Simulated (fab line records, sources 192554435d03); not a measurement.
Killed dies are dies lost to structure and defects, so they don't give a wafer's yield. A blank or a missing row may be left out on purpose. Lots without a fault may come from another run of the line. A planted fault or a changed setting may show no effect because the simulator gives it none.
Split-lot experiment | flow n5_finfet | 7 lots, 21 wafers read, on a route of 1938 steps

THE SPLIT
At N5_BEOL_M7_VIA_ETCH_34 (etches SiCOH lowk in C4F6/O2, target depth 125.5 nm, time 50.5 s), the setting bias_w was moved away from the recipe's 185 W on 5 of the 21 wafers read, by -17.8% to +9.2%. The other wafers ran this setting at the recipe's value.

The reading is taken at the split's own step.

THE READING
rf_vpp_V, in V, at N5_BEOL_M7_VIA_ETCH_34 (etches SiCOH lowk in C4F6/O2, target depth 125.5 nm, time 50.5 s). Fault-free wafers of this fab line usually give 663 V, standard deviation 6.5 V.

wafer  | tool, chamber at the split | bias_w as run, W | against the recipe | rf_vpp_V, V | against lot-mates on the recipe
L079.1 | rie_diel-02, 0             | 185              | recipe             | 662         | -
L079.2 | rie_diel-02, 1             | 160.7            | -13.1%             | 585         | -77
L079.6 | rie_diel-02, 2             | 160.7            | -13.1%             | 592         | -70
L080.2 | rie_diel-04, 2             | 185              | recipe             | 660         | -
L080.3 | rie_diel-04, 0             | 185              | recipe             | 666         | -
L080.5 | rie_diel-04, 1             | 185              | recipe             | 676         | -
L082.2 | rie_diel-03, 1             | 185              | recipe             | 668         | -
L082.3 | rie_diel-03, 0             | 185              | recipe             | 666         | -
L082.5 | rie_diel-03, 0             | 185              | recipe             | 665         | -
L085.1 | rie_diel-03, 2             | 185              | recipe             | 660         | -
L085.2 | rie_diel-03, 3             | 185              | recipe             | 651         | -
L085.5 | rie_diel-03, 0             | 202              | +9.2%              | 712         | +56
L093.2 | rie_diel-03, 2             | 185              | recipe             | 658         | -
L093.4 | rie_diel-03, 0             | 152.1            | -17.8%             | 569         | -90
L093.5 | rie_diel-03, 2             | 185              | recipe             | 660         | -
L094.1 | rie_diel-03, 1             | 185              | recipe             | 669         | -
L094.3 | rie_diel-03, 3             | 185              | recipe             | 651         | -
L094.5 | rie_diel-03, 2             | 185              | recipe             | 660         | -
L097.2 | rie_diel-04, 3             | 185              | recipe             | 661         | -
L097.3 | rie_diel-04, 1             | 173.1            | -6.4%              | 640         | -20
L097.6 | rie_diel-04, 2             | 185              | recipe             | 659         | -

THE FIT
A straight line over all 21 wafers: rf_vpp_V changes by +5.34 V for each +1% of bias_w; r = +0.98; the points scatter about the line by 6.5 V.
The same after taking each lot's own level away (the mean of its wafers on the recipe; 21 wafers): +5.36 V for each +1%; r = +0.98; scatter 5.9 V.
On that fit, the largest move of bias_w shifts the reading by 95 V.
The lots' own levels span 655.5 to 667.3 V, that is 1.8 times the standard deviation above.
So the lot-to-lot level changes the slope little: the two slopes agree.
Check: with one of the wafers moved furthest among these (-17.8%) left out of the fit, the line predicts -97.3 V for it against its lot-mates. It came out at -90 V against them.
Tool readings at the split's step, against how far the setting was moved: rf_vpp_V r = +0.98.

OTHER SPLITS ON THESE WAFERS
These wafers also went through other splits before the reading. Each is held against what the fit with the lots' levels taken away leaves over:
other split on the same wafers | wafers away from the commonest value | r with rf_vpp_V (lot level and that fit taken away)
N5_BEOL_M4_COAT_67 spin_rpm    | 8                                    | -0.03
N5_BEOL_M4_COAT_22 spin_rpm    | 6                                    | +0.14
N5_BEOL_M5_ETCH_68 bias_w      | 8                                    | -0.22
N5_BEOL_M5_VIA_ETCH_34 bias_w  | 9                                    | -0.08
N5_BEOL_M5_ETCH_41 source_w    | 2                                    | -0.08
N5_BEOL_M6_DEP_56 time_s       | 7                                    | +0.17
N5_BEOL_M7_PECVD_70 time_s     | 6                                    | +0.09

THE FILE'S OWN FIT
rf_vpp_V changes by +5.22 V for each +1% of bias_w, r = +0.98.
